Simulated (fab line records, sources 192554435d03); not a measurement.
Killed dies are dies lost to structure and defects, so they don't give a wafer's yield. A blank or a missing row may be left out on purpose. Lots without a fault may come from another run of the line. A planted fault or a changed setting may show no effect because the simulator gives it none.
Chamber matching | flow n5_finfet | N5_BEOL_M8_VIA_ETCH_34 on rie_diel-01: 4 sister chambers
The step etches SiCOH lowk in C4F6/O2, target depth 125.5 nm, time 50.5 s. 18 wafers are shown with their chamber, then 9 later ones without.

WAFERS WITH THEIR CHAMBER
wafer  | chamber | showerhead_plenum_p_Torr (Torr) | throttle_valve_pct (%) | rf_vpp_V (V)
L075.1 | 3       | 2.97                            | 21.28                  | 672
L075.2 | 2       | 3.00                            | 20.43                  | 679
L075.4 | 1       | 2.74                            | 21.17                  | 659
L076.4 | 3       | 2.97                            | 21.28                  | 673
L076.5 | 0       | 2.91                            | 20.72                  | 665
L076.6 | 3       | 2.97                            | 21.29                  | 673
L077.1 | 3       | 2.97                            | 21.27                  | 673
L077.2 | 1       | 2.74                            | 21.17                  | 659
L077.6 | 0       | 2.91                            | 20.70                  | 667
L078.1 | 2       | 3.00                            | 20.44                  | 680
L078.4 | 1       | 2.74                            | 21.16                  | 659
L078.6 | 3       | 2.97                            | 21.29                  | 672
L081.2 | 0       | 2.90                            | 20.73                  | 666
L081.4 | 1       | 2.74                            | 21.17                  | 659
L081.6 | 2       | 3.00                            | 20.45                  | 680
L085.1 | 2       | 2.99                            | 20.48                  | 680
L085.2 | 0       | 2.90                            | 20.74                  | 666
L085.4 | 3       | 2.96                            | 21.31                  | 671

SIGNATURES (means of the wafers above)
reading                  | chamber 0 | chamber 1 | chamber 2 | chamber 3 | scatter within a chamber
showerhead_plenum_p_Torr | 2.9050    | 2.7400    | 2.9975    | 2.9683    | 0.0043
throttle_valve_pct       | 20.7225   | 21.1675   | 20.4500   | 21.2867   | 0.0153
rf_vpp_V                 | 666.00    | 659.00    | 679.75    | 672.33    | 0.659
Rule: a wafer's distance from a chamber is the root of the sum, over the readings, of the square of ((its reading less the chamber's mean) divided by the reading's scatter). The wafer belongs to the nearest chamber; if the next one is less than 2 further off, it can't be placed. The scatter: the root of (the sum of the squares of (reading less its chamber's mean) over the shown wafers, divided by (wafers less chambers)).

WAFERS WITHOUT THEIR CHAMBER
wafer  | showerhead_plenum_p_Torr (Torr) | throttle_valve_pct (%) | rf_vpp_V (V)
L089.1 | 2.73                            | 21.21                  | 658
L089.4 | 2.73                            | 21.23                  | 659
L089.6 | 2.89                            | 20.77                  | 667
L091.3 | 2.73                            | 21.22                  | 658
L091.4 | 2.99                            | 20.48                  | 679
L091.6 | 2.89                            | 20.77                  | 666
L097.3 | 2.95                            | 21.35                  | 670
L097.4 | 2.72                            | 21.23                  | 660
L097.6 | 2.95                            | 21.35                  | 674

WHICH CHAMBER EACH WENT THROUGH
wafer  | from the rows above | in truth
L089.1 | 1                   | 1
L089.4 | 1                   | 1
L089.6 | 0                   | 0
L091.3 | 1                   | 1
L091.4 | 2                   | 2
L091.6 | 0                   | 0
L097.3 | 3                   | 3
L097.4 | 1                   | 1
L097.6 | 3                   | 3
Placed correctly: 9 of 9. Can't be placed from these rows: 0. Placed wrongly: 0.
